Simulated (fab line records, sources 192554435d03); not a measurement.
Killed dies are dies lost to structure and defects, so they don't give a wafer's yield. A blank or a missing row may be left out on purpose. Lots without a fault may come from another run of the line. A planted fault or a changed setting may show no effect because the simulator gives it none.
Chamber matching | flow n5_finfet | N5_BEOL_M5_CO_CAP_78 on cvd_co-02: 3 sister chambers
The step material Co, precursor CCTBA/H2, target thk 2 nm, time 102.1 s. 24 wafers are shown with their chamber, then 12 later ones without.

WAFERS WITH THEIR CHAMBER
wafer  | chamber | heater_power_w (W)
L074.1 | 2       | 204
L074.4 | 2       | 193
L074.5 | 0       | 229
L076.2 | 0       | 230
L076.3 | 1       | 304
L076.4 | 1       | 307
L079.1 | 0       | 230
L079.3 | 2       | 200
L079.6 | 0       | 235
L080.3 | 1       | 304
L080.4 | 0       | 233
L080.5 | 2       | 201
L082.3 | 0       | 228
L082.4 | 0       | 235
L082.5 | 1       | 305
L083.2 | 1       | 305
L083.5 | 0       | 234
L083.6 | 2       | 199
L084.2 | 1       | 308
L084.3 | 2       | 203
L084.6 | 2       | 202
L085.2 | 1       | 294
L085.5 | 1       | 302
L085.6 | 0       | 239

SIGNATURES (means of the wafers above)
reading        | chamber 0 | chamber 1 | chamber 2 | scatter within a chamber
heater_power_w | 232.56    | 303.62    | 200.29    | 3.85
Rule: a wafer's distance from a chamber is the root of the sum, over the readings, of the square of ((its reading less the chamber's mean) divided by the reading's scatter). The wafer belongs to the nearest chamber; if the next one is less than 2 further off, it can't be placed. The scatter: the root of (the sum of the squares of (reading less its chamber's mean) over the shown wafers, divided by (wafers less chambers)).

WAFERS WITHOUT THEIR CHAMBER
wafer  | heater_power_w (W)
L086.1 | 200
L086.3 | 238
L086.5 | 297
L093.3 | 201
L093.4 | 204
L093.6 | 312
L095.2 | 226
L095.3 | 202
L095.4 | 230
L097.3 | 195
L097.5 | 236
L097.6 | 203

WHICH CHAMBER EACH WENT THROUGH
wafer  | from the rows above | in truth
L086.1 | 2                   | 2
L086.3 | 0                   | 0
L086.5 | 1                   | 1
L093.3 | 2                   | 2
L093.4 | 2                   | 2
L093.6 | 1                   | 1
L095.2 | 0                   | 0
L095.3 | 2                   | 2
L095.4 | 0                   | 0
L097.3 | 2                   | 2
L097.5 | 0                   | 0
L097.6 | 2                   | 2
Placed correctly: 12 of 12. Can't be placed from these rows: 0. Placed wrongly: 0.
